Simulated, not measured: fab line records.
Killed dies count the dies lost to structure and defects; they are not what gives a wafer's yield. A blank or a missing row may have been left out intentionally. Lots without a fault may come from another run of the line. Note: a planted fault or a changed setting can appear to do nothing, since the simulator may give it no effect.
Which tool was responsible? | flow n5 finfet | 30 wafers from 10 lots sampled at 5 of the route's 1938 steps

WHAT THE GAUGES READ, wafer by wafer
N5_BEOL_M4_RC_MEAS_101. Usual: DIBL_N 36.1 mV/V, standard deviation 1.6; DIBL_P 35.7 mV/V, standard deviation 1.8; IOFF_N 0.159 nA/um, standard deviation 0.027; IOFF_P 0.21 nA/um, standard deviation 0.03; ION_N 673 uA/um, standard deviation 10; ION_P 462 uA/um, standard deviation 7.4; SS_N 71.4 mV/dec, standard deviation 0.56; SS_P 73.2 mV/dec, standard deviation 0.61; VT_N 249.7 mV, standard deviation 3; VT_P -250 mV, standard deviation 3.1.
lot  | measured     | on        | DIBL_N (mV/V)  | DIBL_P (mV/V)  | IOFF_N (nA/um)    | IOFF_P (nA/um) | ION_N (uA/um) | ION_P (uA/um) | SS_N (mV/dec)  | SS_P (mV/dec)  | VT_N (mV)         | VT_P (mV)      | flag
L630 | day 7 22:14  | prober-01 | 33.2 34.0 32.9 | 33.2 35.0 32.9 | 0.118 0.134 0.122 | 0.19 0.22 0.19 | 664 661 661   | 460 466 459   | 70.7 71.5 71.3 | 72.6 73.1 72.2 | 253.6 251.4 250.9 | -248 -249 -250 |
L633 | day 8 15:06  | prober-02 | 33.5 35.2 37.1 | 30.8 33.0 34.6 | 0.133 0.156 0.187 | 0.20 0.23 0.26 | 683 686 677   | 480 476 471   | 70.9 70.7 72.3 | 72.1 72.6 73.4 | 249.5 249.5 245.7 | -248 -246 -244 |
L639 | day 10 04:53 | prober-02 | 35.7 33.3 36.9 | 35.6 33.7 36.3 | 0.161 0.131 0.187 | 0.20 0.17 0.21 | 671 672 679   | 455 459 455   | 71.8 70.0 71.9 | 72.6 72.1 73.8 | 251.7 255.0 249.4 | -250 -253 -249 |
L640 | day 10 11:17 | prober-02 | 37.7 37.4 36.4 | 36.6 37.4 35.7 | 0.169 0.162 0.149 | 0.22 0.24 0.21 | 674 676 675   | 460 470 462   | 71.1 71.4 71.5 | 73.6 72.9 73.1 | 249.1 249.4 248.8 | -251 -247 -248 |
L643 | day 11 04:47 | prober-02 | 36.8 35.7 36.5 | 38.0 36.2 37.4 | 0.164 0.139 0.158 | 0.26 0.22 0.25 | 664 675 678   | 462 471 469   | 71.3 71.6 70.7 | 73.9 72.9 74.2 | 248.3 252.3 249.6 | -246 -250 -245 |
L645 | day 11 15:17 | prober-01 | 39.8 38.1 38.0 | 39.4 36.4 36.1 | 0.213 0.185 0.174 | 0.26 0.20 0.19 | 686 687 683   | 463 461 456   | 72.4 71.5 71.9 | 75.0 73.2 73.5 | 248.3 247.3 248.9 | -249 -253 -253 |
L647 | day 12 12:33 | prober-02 | 35.1 38.1 35.5 | 36.0 38.5 36.5 | 0.152 0.243 0.172 | 0.20 0.25 0.20 | 684 688 685   | 468 466 461   | 71.3 72.3 72.0 | 72.8 73.2 72.8 | 249.8 242.1 246.1 | -252 -249 -249 |
L632 | day 13 19:43 | prober-02 | 35.2 34.6 35.8 | 36.1 35.4 36.3 | 0.172 0.143 0.170 | 0.23 0.23 0.24 | 691 664 680   | 479 471 468   | 71.9 71.3 71.6 | 73.7 73.3 74.1 | 247.3 251.2 250.4 | -247 -246 -246 |
L651 | day 13 21:15 | prober-01 | 37.1 35.3 36.2 | 36.8 34.9 36.0 | 0.195 0.147 0.178 | 0.23 0.19 0.22 | 678 672 677   | 461 457 463   | 71.9 71.5 72.2 | 72.9 72.3 72.4 | 247.2 251.9 249.4 | -250 -253 -250 |
L653 | day 14 16:55 | prober-02 | 34.9 40.0 37.2 | 33.0 39.2 35.1 | 0.124 0.210 0.147 | 0.19 0.30 0.23 | 667 684 675   | 465 473 478   | 70.6 71.4 70.6 | 72.9 75.1 73.6 | 250.1 246.3 249.8 | -249 -246 -248 |

WHICH TOOL RAN EACH LOT (tool, then ch and the chambers of the sampled wafers, then the start)
lot  | N5_BEOL_M2_SPUTTER_90        | N5_BEOL_M2_ANNEAL_91         | N5_BEOL_M2_SPUTTER_96        | N5_BEOL_M2_ANNEAL_51
L630 | pvd sputter-01, day 7 00:34  | pvd sputter-01, day 7 00:38  | pvd sputter-01, day 7 01:13  | rtp anneal-01 ch 0, day 7 01:25
L633 | pvd sputter-03, day 7 14:19  | pvd sputter-03, day 7 14:23  | pvd sputter-03, day 7 14:58  | rtp anneal-02 ch 0, day 7 15:10
L639 | pvd sputter-01, day 9 03:10  | pvd sputter-01, day 9 03:14  | pvd sputter-01, day 9 03:49  | rtp anneal-02 ch 0, day 9 04:04
L640 | pvd sputter-03, day 9 08:09  | pvd sputter-03, day 9 08:14  | pvd sputter-03, day 9 08:49  | rtp anneal-02 ch 0, day 9 09:00
L643 | pvd sputter-03, day 10 03:32 | pvd sputter-03, day 10 03:37 | pvd sputter-03, day 10 04:12 | rtp anneal-02 ch 0, day 10 04:25
L645 | pvd sputter-01, day 10 06:17 | pvd sputter-01, day 10 06:22 | pvd sputter-01, day 10 06:57 | rtp anneal-01 ch 0, day 10 07:14
L647 | pvd sputter-01, day 10 23:23 | pvd sputter-01, day 10 23:28 | pvd sputter-01, day 11 00:02 | rtp anneal-01 ch 0, day 11 00:14
L632 | pvd sputter-01, day 12 11:56 | pvd sputter-01, day 12 12:01 | pvd sputter-01, day 12 12:35 | rtp anneal-02 ch 0, day 12 12:53
L651 | pvd sputter-02, day 12 16:57 | pvd sputter-02, day 12 17:02 | pvd sputter-02, day 12 17:37 | rtp anneal-01 ch 0, day 12 17:53
L653 | pvd sputter-03, day 13 09:17 | pvd sputter-03, day 13 09:22 | pvd sputter-03, day 13 09:57 | rtp anneal-02 ch 0, day 13 10:09
- N5_BEOL_M2_SPUTTER_90: material Cu, target thk 4.5 nm, time 8.29 s.
- N5_BEOL_M2_ANNEAL_91: time 240 s.
- N5_BEOL_M2_SPUTTER_96: material Cu, target thk 4.5 nm, time 8.29 s.
- N5_BEOL_M2_ANNEAL_51: time 90 s.

AS READ BY THE TOOLS THEMSELVES (means over the sampled wafers that have a number; for cases with no such wafer, the mark the record gives instead)
N5_BEOL_M2_SPUTTER_90. Usual: chamber pressure pa 0.06997 Pa, standard deviation 0.00014; chuck sensor temp C -15.9 C, standard deviation 0.62; throttle valve pct 29.5 %, standard deviation 1.2.
lot  | tool           | chamber pressure pa (Pa) | chuck sensor temp C (C) | throttle valve pct (%) | flag
L630 | pvd sputter-01 | 0.07000                  | -15.9                   | 29.1                   |
L633 | pvd sputter-03 | 0.06993                  | -15.9                   | 28.1                   |
L639 | pvd sputter-01 | 0.07005                  | -16.3                   | 29.1                   |
L640 | pvd sputter-03 | 0.06989                  | -15.8                   | 28.1                   |
L643 | pvd sputter-03 | 0.06999                  | -15.9                   | 28.3                   |
L645 | pvd sputter-01 | 0.06999                  | -16.0                   | 29.8                   |
L647 | pvd sputter-01 | 0.07018                  | -16.0                   | 29.8                   |
L632 | pvd sputter-01 | 0.07007                  | -15.9                   | 29.0                   |
L651 | pvd sputter-02 | 0.06989                  | -16.1                   | 30.4                   |
L653 | pvd sputter-03 | 0.07004                  | -15.8                   | 29.1                   |

N5_BEOL_M2_ANNEAL_91. Usual: heater power w at 800 W, with a standard deviation of 64.
lot  | tool           | heater power w (W) | flag
L630 | pvd sputter-01 | 802                |
L633 | pvd sputter-03 | 795                |
L639 | pvd sputter-01 | 845                |
L640 | pvd sputter-03 | 793                |
L643 | pvd sputter-03 | 781                |
L645 | pvd sputter-01 | 805                |
L647 | pvd sputter-01 | 815                |
L632 | pvd sputter-01 | 809                |
L651 | pvd sputter-02 | 825                |
L653 | pvd sputter-03 | 813                |

N5_BEOL_M2_SPUTTER_96. Usual: chamber pressure pa 0.07 Pa, standard deviation 0.00013; chuck sensor temp C -15.9 C, standard deviation 0.63; throttle valve pct 29.5 %, standard deviation 1.2.
lot  | tool           | chamber pressure pa (Pa) | chuck sensor temp C (C) | throttle valve pct (%) | flag
L630 | pvd sputter-01 | 0.07                     | -16.0                   | 29.0                   |
L633 | pvd sputter-03 | 0.07                     | -15.8                   | 28.0                   |
L639 | pvd sputter-01 | 0.07                     | -16.3                   | 29.1                   |
L640 | pvd sputter-03 | 0.07                     | -15.9                   | 28.3                   |
L643 | pvd sputter-03 | 0.07                     | -15.8                   | 28.3                   |
L645 | pvd sputter-01 | 0.07                     | -16.1                   | 29.9                   |
L647 | pvd sputter-01 | 0.07                     | -16.0                   | 29.8                   |
L632 | pvd sputter-01 | 0.07                     | -15.9                   | 28.9                   |
L651 | pvd sputter-02 | 0.07                     | -16.1                   | 30.4                   |
L653 | pvd sputter-03 | 0.07                     | -15.7                   | 29.2                   |

N5_BEOL_M2_ANNEAL_51. Usual: wafer_temp_C_max at 225.9, with a standard deviation of 0.34.
lot  | tool          | wafer_temp_C_max | flag
L630 | rtp anneal-01 | 226.1            |
L633 | rtp anneal-02 | 225.7            |
L639 | rtp anneal-02 | 228.2            | OFF
L640 | rtp anneal-02 | 228.2            | OFF
L643 | rtp anneal-02 | 227.9            | OFF
L645 | rtp anneal-01 | 226.2            |
L647 | rtp anneal-01 | 226.0            |
L632 | rtp anneal-02 | 225.8            |
L651 | rtp anneal-01 | 226.0            |
L653 | rtp anneal-02 | 225.8            |

THE ANSWER, worked out from the rows above alone
Rule: take the mean of a lot's wafers that have a number; if it is more than 3 standard deviations from the usual mean, the lot is off. A lot without any number at a reading at which 4 lots or more have one is off too. Any other lot the step has rows for is counted as sound. Order of review: gauges by route order, followed by the tools' own readings, for which a lot's mean as printed above is used. At the first step where some lot is off, the reading lying furthest off is the one used; lots without a number count as furthest.
Off, at N5_BEOL_M2_ANNEAL_51 on wafer_temp_C_max: L639, L640, L643.
A tool fits if, at that step or a process step before it, it ran every lot that is off, and no sound lot after the first of them. None of those tried fits.

WHAT HAD BEEN PUT IN BY THE SIMULATOR
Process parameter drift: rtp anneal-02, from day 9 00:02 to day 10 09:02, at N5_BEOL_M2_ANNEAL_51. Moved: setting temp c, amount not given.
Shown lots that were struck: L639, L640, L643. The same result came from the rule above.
